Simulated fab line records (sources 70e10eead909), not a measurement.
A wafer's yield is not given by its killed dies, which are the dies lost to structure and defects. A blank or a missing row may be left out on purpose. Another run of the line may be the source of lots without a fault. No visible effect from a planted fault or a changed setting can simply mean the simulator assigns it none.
Matching of chambers :: flow nand harc :: 4 sister chambers for NHARC_P_BONDPAD_CMP_19 on cmp-02
The step polishes, t overpolish 30 s, cu recess touch 16 s, target thk 160.81 nm. 8 wafers are shown with their chamber, then 8 later ones without.

## EACH WAFER AND ITS CHAMBER
wafer: L280.1
chamber: 1
motor current A (A): 11.1
overpolish run s (s): 29.996

wafer: L285.1
chamber: 2
motor current A (A): 14.7
overpolish run s (s): 29.995

wafer: L285.3
chamber: 0
motor current A (A): 11.4
overpolish run s (s): 29.991

wafer: L285.4
chamber: 1
motor current A (A): 11.1
overpolish run s (s): 30.013

wafer: L284.2
chamber: 2
motor current A (A): 14.3
overpolish run s (s): 29.997

wafer: L284.3
chamber: 3
motor current A (A): 11.4
overpolish run s (s): 29.982

wafer: L284.4
chamber: 0
motor current A (A): 11.3
overpolish run s (s): 30.010

wafer: L289.1
chamber: 3
motor current A (A): 10.3
overpolish run s (s): 29.999

## WAFERS WHOSE CHAMBER IS MISSING
wafer: L289.3
motor current A (A): 10.9
overpolish run s (s): 30.011

wafer: L289.5
motor current A (A): 10.7
overpolish run s (s): 30.005

wafer: L292.2
motor current A (A): 11.1
overpolish run s (s): 30.012

wafer: L292.4
motor current A (A): 11.7
overpolish run s (s): 30.001

wafer: L292.6
motor current A (A): 11.1
overpolish run s (s): 30.010

wafer: L293.1
motor current A (A): 11.0
overpolish run s (s): 30.000

wafer: L293.2
motor current A (A): 11.4
overpolish run s (s): 29.994

wafer: L293.3
motor current A (A): 11.7
overpolish run s (s): 30.008

## THE CHAMBER EACH PASSED THROUGH
wafer: L289.3
from the rows above: can't be placed: 1 or 0 or 3
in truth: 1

wafer: L289.5
from the rows above: can't be placed: 1 or 3 or 0
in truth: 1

wafer: L292.2
from the rows above: can't be placed: 1 or 0 or 3
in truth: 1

wafer: L292.4
from the rows above: can't be placed: 0 or 1 or 3
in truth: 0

wafer: L292.6
from the rows above: can't be placed: 1 or 0 or 3
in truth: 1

wafer: L293.1
from the rows above: can't be placed: 1 or 0 or 3
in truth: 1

wafer: L293.2
from the rows above: can't be placed: 0 or 1 or 3
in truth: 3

wafer: L293.3
from the rows above: can't be placed: 0 or 1 or 3
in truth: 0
Placed correctly: 0 of 8. These rows do not allow placing 8 (true chamber among the candidates in 8). 0 placed wrongly.
How it was worked out, from the rows above alone: a wafer's distance from a chamber is the root of the sum, over the readings, of the square of ((its reading less the chamber's mean) divided by the reading's scatter). If the next closest chamber is less than 2 further off than the closest, the wafer can't be placed; otherwise it belongs to the closest. The mean given for a chamber averages the wafers shown for that chamber. The scatter: take each reading less its chamber's mean, square it, sum over the shown wafers, divide by the number of wafers less the number of chambers, and take the root.
